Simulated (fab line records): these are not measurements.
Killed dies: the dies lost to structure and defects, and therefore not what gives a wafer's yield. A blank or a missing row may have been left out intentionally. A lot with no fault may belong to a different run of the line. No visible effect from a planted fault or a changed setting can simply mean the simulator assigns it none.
Chamber matching :: flow nandHarc :: 4 sister chambers for NHARC_A_M1_ETCH_35 on rieDiel-02
The step etches the open film in N2/H2, target depth 40 nm, overetch 12 nm, time 43.94 s. 14 wafers are shown with their chamber, then 7 later ones without.

== WAFERS WITH THEIR CHAMBER ==
wafer: L276.1
chamber: 3
drypumpMotorCurrentA (A): 5.9
rfVppV (V): 429.5
oesProductAu (a.u.): 0.997

wafer: L276.4
chamber: 1
drypumpMotorCurrentA (A): 6.4
rfVppV (V): 430.7
oesProductAu (a.u.): 1.022

wafer: L276.5
chamber: 0
drypumpMotorCurrentA (A): 5.8
rfVppV (V): 428.3
oesProductAu (a.u.): 0.991

wafer: L278.2
chamber: 3
drypumpMotorCurrentA (A): 5.9
rfVppV (V): 429.3
oesProductAu (a.u.): 1.003

wafer: L278.4
chamber: 2
drypumpMotorCurrentA (A): 5.1
rfVppV (V): 435.0
oesProductAu (a.u.): 1.004

wafer: L278.6
chamber: 0
drypumpMotorCurrentA (A): 5.8
rfVppV (V): 429.4
oesProductAu (a.u.): 1.002

wafer: L277.2
chamber: 2
drypumpMotorCurrentA (A): 5.2
rfVppV (V): 433.7
oesProductAu (a.u.): 1.013

wafer: L277.4
chamber: 3
drypumpMotorCurrentA (A): 5.9
rfVppV (V): 431.6
oesProductAu (a.u.): 1.007

wafer: L277.6
chamber: 1
drypumpMotorCurrentA (A): 6.4
rfVppV (V): 432.3
oesProductAu (a.u.): 1.024

wafer: L279.4
chamber: 0
drypumpMotorCurrentA (A): 5.8
rfVppV (V): 430.6
oesProductAu (a.u.): 0.991

wafer: L279.5
chamber: 2
drypumpMotorCurrentA (A): 5.2
rfVppV (V): 434.4
oesProductAu (a.u.): 1.007

wafer: L279.6
chamber: 1
drypumpMotorCurrentA (A): 6.4
rfVppV (V): 431.1
oesProductAu (a.u.): 1.007

wafer: L280.2
chamber: 0
drypumpMotorCurrentA (A): 5.8
rfVppV (V): 428.9
oesProductAu (a.u.): 1.010

wafer: L280.4
chamber: 3
drypumpMotorCurrentA (A): 5.9
rfVppV (V): 430.4
oesProductAu (a.u.): 1.010

SIGNATURES (means of the wafers above)
reading: drypumpMotorCurrentA
chamber 0: 5.800
chamber 1: 6.400
chamber 2: 5.167
chamber 3: 5.900
scatter within a chamber: 0.0258

reading: rfVppV
chamber 0: 429.300
chamber 1: 431.367
chamber 2: 434.367
chamber 3: 430.200
scatter within a chamber: 0.916

reading: oesProductAu
chamber 0: 0.99850
chamber 1: 1.01767
chamber 2: 1.00800
chamber 3: 1.00425
scatter within a chamber: 0.00753
Rule: for each reading, subtract the chamber's mean from the wafer's reading, divide by that reading's scatter and square the result; add these up over the readings and take the root, which gives the wafer's distance from the chamber. The wafer belongs to the nearest chamber; if the next one is less than 2 further off, it can't be placed. The scatter: take each reading less its chamber's mean, square it, sum over the shown wafers, divide by the number of wafers less the number of chambers, and take the root.

== WAFERS MISSING THEIR CHAMBER ==
wafer: L280.6
drypumpMotorCurrentA (A): 5.8
rfVppV (V): 430.1
oesProductAu (a.u.): 0.993

wafer: L281.1
drypumpMotorCurrentA (A): 6.4
rfVppV (V): 430.7
oesProductAu (a.u.): 1.012

wafer: L281.2
drypumpMotorCurrentA (A): 5.9
rfVppV (V): 430.7
oesProductAu (a.u.): 0.999

wafer: L281.4
drypumpMotorCurrentA (A): 5.2
rfVppV (V): 432.7
oesProductAu (a.u.): 1.001

wafer: L291.1
drypumpMotorCurrentA (A): 5.1
rfVppV (V): 433.6
oesProductAu (a.u.): 1.003

wafer: L291.2
drypumpMotorCurrentA (A): 6.4
rfVppV (V): 430.7
oesProductAu (a.u.): 1.001

wafer: L291.4
drypumpMotorCurrentA (A): 5.9
rfVppV (V): 430.6
oesProductAu (a.u.): 0.992

== EACH ONE'S CHAMBER ==
wafer: L280.6
from the rows above: 0
in truth: 0

wafer: L281.1
from the rows above: 1
in truth: 1

wafer: L281.2
from the rows above: 3
in truth: 3

wafer: L281.4
from the rows above: 2
in truth: 2

wafer: L291.1
from the rows above: 2
in truth: 2

wafer: L291.2
from the rows above: 1
in truth: 1

wafer: L291.4
from the rows above: 3
in truth: 3
Correct placement for 7 of the 7. Not placeable from these rows: 0. 0 placed wrongly.
